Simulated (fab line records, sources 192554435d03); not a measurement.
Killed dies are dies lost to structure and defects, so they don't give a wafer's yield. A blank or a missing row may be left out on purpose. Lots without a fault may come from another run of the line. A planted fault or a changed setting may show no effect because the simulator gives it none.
fab line records | flow n5_finfet
record lots=10 wafers=30 last_day=18
route steps=1938 shown DUMMY_GATE@248 SD_EPI_N@289 SD_EPI_P@295 BEOL_M4@1111
lots that met no fault: from a run of the same line without faults
start_h: hours from the record's first day to the start of the lot's first wafer shown | wait_h: hours since the lot's step before | " the same as in the row above | L1.1+2: a row that stands for several wafers | - no value, or no start given | * or withheld: withheld | < > ~ a bound
route shown NAME@n: a module of which the file shows steps, and the number in the route of the first | usual: mean/standard deviation of fault-free wafers | same: alike in all rows | chamber/n: place in a boat | sites: the reading at each site | _std_site: their standard deviation | _edge_site: outer sites' mean less inner sites' | radius_mm: how far each site lies from the wafer's centre | mask NAME#n: copy n | behind: the tool/chamber that last shaped the wafer | hold: why the lot was held/for how many hours/how that ended | device: the transistor (n, p or np) that didn't switch | end of line: the same wafers' tests at the end of the route | a step without rows: its recipe alone | killed: dies lost to structure and defects at the first sort, not the wafer's yield | map: a wafer's dies, x killed, . not, _ none there
set.NAME: the setting as run; set.NAME@STEP: as run at that earlier step | model.NAME: the simulator's own value behind a step, which no gauge read
steps of the route over a sample of lots; a table a step, a row a wafer
services: from which hour (start_h, from the record's first day; less than 0 if before it) a tool's chamber was out of use, for how many hours, and why
## steps
# step N5_DUMMY_GATE_ETCH_44
# recipe chemistry=HBr/O2 over_etch_frac=0.7 target_depth_a=1275 stop_on=SiO2 ion_energy_ev=60 bias_w=20 target=poly-Si mask_material=SiO2 pressure_mtorr=20 icp_w=400 HBr_flow_sccm=120 O2_flow_sccm=10
# usual drypump_motor_current_A=5.6/0.61 oes_product_au=0.732/0.012 rf_fwd_power_W=397.8/1.5 throttle_valve_pct=18.50/0.28
# columns lot.wafer tool chamber start_h wait_h drypump_motor_current_A oes_product_au rf_fwd_power_W rf_hours_counter_h throttle_valve_pct
L691.2 rie_si-04 0 56.99 0.0 4.7 0.735 398.0 79 18.16
L691.4 " 1 " " 6.0 0.731 399.3 - 18.21
L691.5 " 2 " " 5.5 0.751 396.4 - 18.76
L695.1 rie_si-05 2 76.25 0.0 6.4 0.739 397.6 3 18.68
L695.2 " 0 " " 5.5 0.727 398.0 32 18.17
L695.6 " 3 " " 5.1 0.708 397.5 - 19.07
L699.1 rie_si-05 1 100.61 0.0 5.4 0.729 399.7 42 18.54
L699.2 " 0 " " 5.5 0.742 398.2 32 18.16
L699.4 " 2 " " 6.4 0.748 399.2 4 18.69
L702.3 rie_si-04 0 128.36 0.0 4.6 0.730 397.2 81 18.16
L702.4 " 1 " " 6.0 0.715 399.2 9 18.23
L702.5 " 0 " " 4.6 0.734 396.0 - 18.17
L703.1 rie_si-05 0 133.04 0.0 5.5 0.738 400.8 33 18.18
L703.2 " 3 " " 5.1 0.729 399.0 117 19.05
L703.3 " 2 " " 6.3 0.746 397.7 4 18.68
L704.2 rie_si-05 2 134.64 0.0 6.4 0.751 398.5 4 18.68
L704.3 " 1 " " 5.4 0.725 400.3 43 18.54
L704.5 " 0 " " 5.5 0.729 398.6 - 18.19
L706.1 rie_si-04 3 143.55 0.0 6.2 0.729 398.4 74 18.12
L706.3 " 0 " " 4.6 0.727 394.6 81 18.17
L706.6 " 0 " " 4.6 0.740 394.7 - 18.15
L708.2 rie_si-05 1 154.70 0.0 5.4 0.739 399.7 43 18.52
L708.4 " 2 " " 6.4 0.760 401.3 5 18.67
L708.6 " 2 " " 6.4 0.756 399.2 - 18.67
L710.3 rie_si-03 2 167.90 0.0 5.9 0.743 395.5 190 18.51
L710.4 " 0 " " 4.9 0.725 396.4 91 18.54
L710.5 " 1 " " 5.3 0.726 396.1 - 18.41
L712.1 rie_si-05 3 179.57 0.0 5.1 0.729 397.5 118 19.07
L712.4 " 0 " " 5.5 0.721 397.2 33 18.19
L712.5 " 1 " " 5.4 0.729 396.4 - 18.53
# step N5_SD_EPI_N_EPI_MEAS_23
# recipe mode=xrd
# usual thk_nm=59.1/1.3
# columns lot.wafer tool chamber start_h wait_h thk_nm
L691.2 film_metro-02 - 62.72 1.5 58.5
L691.4 " - " " 58.5
L691.5 " - " " 57.7
L695.1 film_metro-01 - 81.87 1.9 58.0
L695.2 " - " " 60.0
L695.6 " - " " 57.8
L699.1 film_metro-02 - 106.22 1.9 61.3
L699.2 " - " " 57.2
L699.4 " - " " 60.4
L702.3 film_metro-01 - 134.27 0.9 62.1
L702.4 " - " " 60.4
L702.5 " - " " 60.7
L703.1 film_metro-01 - 138.45 1.4 58.0
L703.2 " - " " 59.6
L703.3 " - " " 58.5
L704.2 film_metro-01 - 140.28 1.4 59.5
L704.3 " - " " 57.9
L704.5 " - " " 57.6
L706.1 film_metro-01 - 149.18 1.9 59.1
L706.3 " - " " 58.8
L706.6 " - " " 60.3
L708.2 film_metro-01 - 159.76 1.2 60.2
L708.4 " - " " 60.0
L708.6 " - " " 61.0
L710.3 film_metro-02 - 174.68 0.9 59.9
L710.4 " - " " 60.3
L710.5 " - " " 62.2
L712.1 film_metro-01 - 185.88 1.9 58.9
L712.4 " - " " 61.0
L712.5 " - " " 59.8
# step N5_SD_EPI_P_COAT_34
# recipe resist=SOC temp_c=250 time_s=60 spin_rpm=1500 resist_thk_nm=350
# usual resist_line_temp_C=23.02/0.11 spin_speed_rpm=1499.9/0.89
# columns lot.wafer tool chamber start_h wait_h resist_line_temp_C spin_speed_rpm
L691.2 litho_track-01 0 63.31 0.0 23.04 1500.0
L691.4 " 0 " " 23.00 1500.7
L691.5 " 0 " " 22.94 1500.8
L695.1 litho_track-05 0 82.56 0.0 22.75 1500.3
L695.2 " 0 " " 22.69 1498.9
L695.6 " 0 " " 22.92 1498.6
L699.1 litho_track-01 0 107.25 0.0 23.29 1501.1
L699.2 " 0 " " 23.09 1500.4
L699.4 " 0 " " 23.02 1500.6
L702.3 litho_track-01 0 134.98 0.0 23.02 1459.8
L702.4 " 0 " " 22.91 1459.4
L702.5 " 0 " " 23.15 1459.5
L703.1 litho_track-03 0 139.10 0.0 23.15 1498.3
L703.2 " 0 " " 23.31 1497.7
L703.3 " 0 " " 23.19 1500.1
L704.2 litho_track-01 0 140.86 0.0 22.98 1459.1
L704.3 " 0 " " 22.94 1459.4
L704.5 " 0 " " 23.00 1459.1
L706.1 litho_track-03 0 150.50 0.0 23.02 1500.9
L706.3 " 0 " " 22.96 1501.0
L706.6 " 0 " " 22.93 1498.7
L708.2 litho_track-03 0 160.34 0.0 22.79 1499.8
L708.4 " 0 " " 22.93 1500.0
L708.6 " 0 " " 22.85 1500.2
L710.3 litho_track-05 0 175.31 0.0 23.03 1499.9
L710.4 " 0 " " 23.07 1499.3
L710.5 " 0 " " 23.03 1499.7
L712.1 litho_track-03 0 186.47 0.0 23.03 1498.2
L712.4 " 0 " " 23.07 1500.0
L712.5 " 0 " " 22.91 1500.2
# step N5_SD_EPI_P_STRIP_40
# recipe chemistry=N2/H2 power_w=1000 temp_c=250 h2_frac=0.65 overash_fraction=0.3 pressure_mtorr=withheld n2_flow_sccm=1750 h2_flow_sccm=3250
# usual drypump_motor_current_A=5.6/0.46 heater_power_w=355/10 oes_product_au=0.761/0.01 temp_c=249.99/0.19
# columns lot.wafer tool chamber start_h wait_h drypump_motor_current_A heater_power_w oes_product_au rf_hours_counter_h temp_c
L691.2 plasma_asher-01 1 64.60 0.0 5.8 327 0.767 33 250.20
L691.4 " 1 " " 5.7 336 0.759 - 249.76
L691.5 " 1 " " 5.8 332 0.776 - 249.86
L695.1 plasma_asher-02 1 83.88 0.0 6.1 356 0.751 86 249.87
L695.2 " 0 " " 5.3 358 0.759 86 250.09
L695.6 " 0 " " 5.2 360 0.769 - 250.13
L699.1 plasma_asher-02 1 108.42 0.0 6.2 363 0.765 92 250.19
L699.2 " 0 " " 5.3 356 0.759 92 250.21
L699.4 " 1 " " 6.1 363 0.763 - 250.04
L702.3 plasma_asher-02 0 136.67 0.1 5.3 342 0.761 - 249.75
L702.4 " 1 " " 6.1 361 0.733 - 250.16
L702.5 " 1 " " 6.1 363 0.744 - 250.17
L703.1 plasma_asher-02 1 140.46 0.0 6.1 366 0.742 98 250.00
L703.2 " 0 " " 5.3 355 0.758 98 250.09
L703.3 " 1 " " 6.1 362 0.763 - 250.14
L704.2 plasma_asher-02 1 142.02 0.0 6.1 362 0.758 98 249.89
L704.3 " 0 " " 5.3 358 0.772 - 250.14
L704.5 " 1 " " 6.2 361 0.757 - 249.89
L706.1 plasma_asher-01 0 151.84 0.0 5.0 360 0.740 49 250.05
L706.3 " 0 " " 4.9 364 0.756 - 249.69
L706.6 " 0 " " 5.0 366 0.759 - 249.95
L708.2 plasma_asher-01 0 161.63 0.0 5.0 364 0.768 50 249.82
L708.4 " 1 " " 5.8 334 0.771 - 250.03
L708.6 " 1 " " 5.8 339 0.744 - 250.05
L710.3 plasma_asher-02 1 176.80 0.0 6.1 359 0.759 - 250.35
L710.4 " 0 " " 5.2 347 0.759 - 250.05
L710.5 " 1 " " 6.1 366 0.768 - 250.34
L712.1 plasma_asher-02 0 187.63 0.0 5.3 357 0.761 107 249.69
L712.4 " 1 " " 6.1 359 0.767 - 249.80
L712.5 " 0 " " 5.3 353 0.764 - 249.91
# step N5_BEOL_M4_RC_MEAS_101
# usual DIBL_N=36.3/1.9 DIBL_P=36.0/2.1 IOFF_N=0.16/0.031 IOFF_P=0.21/0.035 ION_N=675/14 ION_P=464/8.5 SS_N=71.5/0.6 SS_P=73.3/0.72 VT_N=250/3.2 VT_P=-250/3.1
# columns lot.wafer tool chamber start_h wait_h DIBL_N[mV/V] DIBL_P[mV/V] IOFF_N[nA/um] IOFF_P[nA/um] ION_N[uA/um] ION_P[uA/um] SS_N[mV/dec] SS_P[mV/dec] VT_N[mV] VT_P[mV]
L691.2 prober-02 0 173.52 0.2 33.9 34.2 0.12 0.18 658 458 71.0 72.4 252 -251
L691.4 " 0 " " 36.2 36.9 0.16 0.23 668 462 71.5 73.3 250 -248
L691.5 " 0 " " 35.7 35.3 0.14 0.21 656 454 70.8 72.4 252 -249
L695.1 prober-01 0 192.67 0.0 34.9 35.4 0.14 0.21 667 468 71.2 72.8 249 -248
L695.2 " 0 " " 33.6 34.7 0.13 0.20 671 470 71.3 72.7 250 -248
L695.6 " 0 " " 33.5 34.3 0.14 0.21 681 480 71.0 72.3 249 -247
L699.1 prober-01 0 208.91 0.0 37.2 39.2 0.19 0.23 662 451 72.9 73.5 250 -249
L699.2 " 0 " " 33.7 35.7 0.13 0.18 667 454 70.8 72.9 252 -255
L699.4 " 0 " " 30.6 31.6 0.09 0.13 638 441 70.6 72.3 256 -255
L704.2 prober-01 0 285.25 0.2 37.7 35.8 0.17 0.22 691 473 72.6 73.5 248 -246
L704.3 " 0 " " 36.4 34.5 0.15 0.19 675 462 72.1 72.9 250 -251
L704.5 " 0 " " 37.2 34.4 0.16 0.19 676 460 72.3 72.9 251 -251
L710.3 prober-01 0 289.68 0.3 35.2 36.5 0.14 0.17 678 458 70.4 72.9 248 -257
L710.4 " 0 " " 35.7 36.8 0.16 0.18 681 457 71.7 73.2 248 -254
L710.5 " 0 " " 37.2 39.7 0.19 0.22 698 471 72.5 73.5 246 -250
L706.1 prober-02 0 295.30 0.0 39.3 40.2 0.22 0.29 696 484 72.3 74.4 246 -245
L706.3 " 0 " " 36.0 35.6 0.15 0.19 694 475 70.8 73.4 249 -251
L706.6 " 0 " " 36.2 36.0 0.15 0.20 686 472 71.5 73.3 249 -252
L708.2 prober-02 0 307.71 0.2 37.5 35.8 0.16 0.21 694 471 71.5 74.1 249 -249
L708.4 " 0 " " 39.9 38.6 0.21 0.25 683 462 72.6 74.0 245 -247
L708.6 " 0 " " 40.5 39.5 0.24 0.27 715 481 72.2 74.0 244 -245
L703.1 prober-02 0 320.06 0.0 37.1 36.4 0.16 0.20 672 461 72.1 73.9 255 -252
L703.2 " 0 " " 37.9 38.7 0.19 0.26 674 468 71.9 74.0 250 -248
L703.3 " 0 " " 36.8 35.7 0.15 0.21 676 469 71.6 73.9 251 -250
L712.1 prober-02 0 324.58 0.0 35.8 36.4 0.15 0.23 676 469 72.4 73.1 251 -249
L712.4 " 0 " " 34.3 34.6 0.13 0.19 673 465 71.7 72.1 253 -250
L712.5 " 0 " " 36.3 36.0 0.15 0.21 676 465 72.0 72.5 251 -249
L702.3 prober-01 0 326.96 0.3 36.0 36.1 0.17 0.25 686 473 71.2 72.8 246 -243
L702.4 " 0 " " 35.6 35.3 0.16 0.23 681 468 71.7 72.9 247 -249
L702.5 " 0 " " 36.2 35.1 0.17 0.22 678 467 71.7 73.2 247 -248
## services
# columns tool chamber start_h hours kind
rie_si-04 0 37.80 2.8 repair
litho_track-03 - 58.98 - consumable_replace:filter
rie_si-05 1 61.31 6.5 repair
rie_si-04 - 76.99 0.3 repair
rie_si-04 0 82.15 13.6 repair
litho_track-05 - 95.21 - consumable_replace:filter
litho_track-05 - 101.90 - consumable_replace:filter
plasma_asher-01 - 121.47 0.7 repair
rie_si-03 0 125.66 9.2 repair
plasma_asher-01 - 129.22 2.8 pm
rie_si-03 - 129.77 0.4 repair
litho_track-01 - 166.82 - consumable_replace:filter
rie_si-03 3 183.85 32.6 repair
## key
first_sign step=N5_SD_EPI_P_COAT_34 reading=spin_speed_rpm direction=down sigmas=45 usual=* struck=*
effect none on later readings
met_at N5_SD_EPI_P_COAT_34
struck_lots L702,L704
not_acting_at N5_DUMMY_GATE_ETCH_44,N5_SD_EPI_N_EPI_MEAS_23,N5_SD_EPI_P_STRIP_40
onset_between 107.25 134.98
fault kind=process_parameter_drift tool=litho_track-01 chamber=- onset_h=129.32 steps=N5_SD_EPI_P_COAT_34 channel=spin_rpm offset=* shape=step end_h=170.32 acts_in=* stated=*
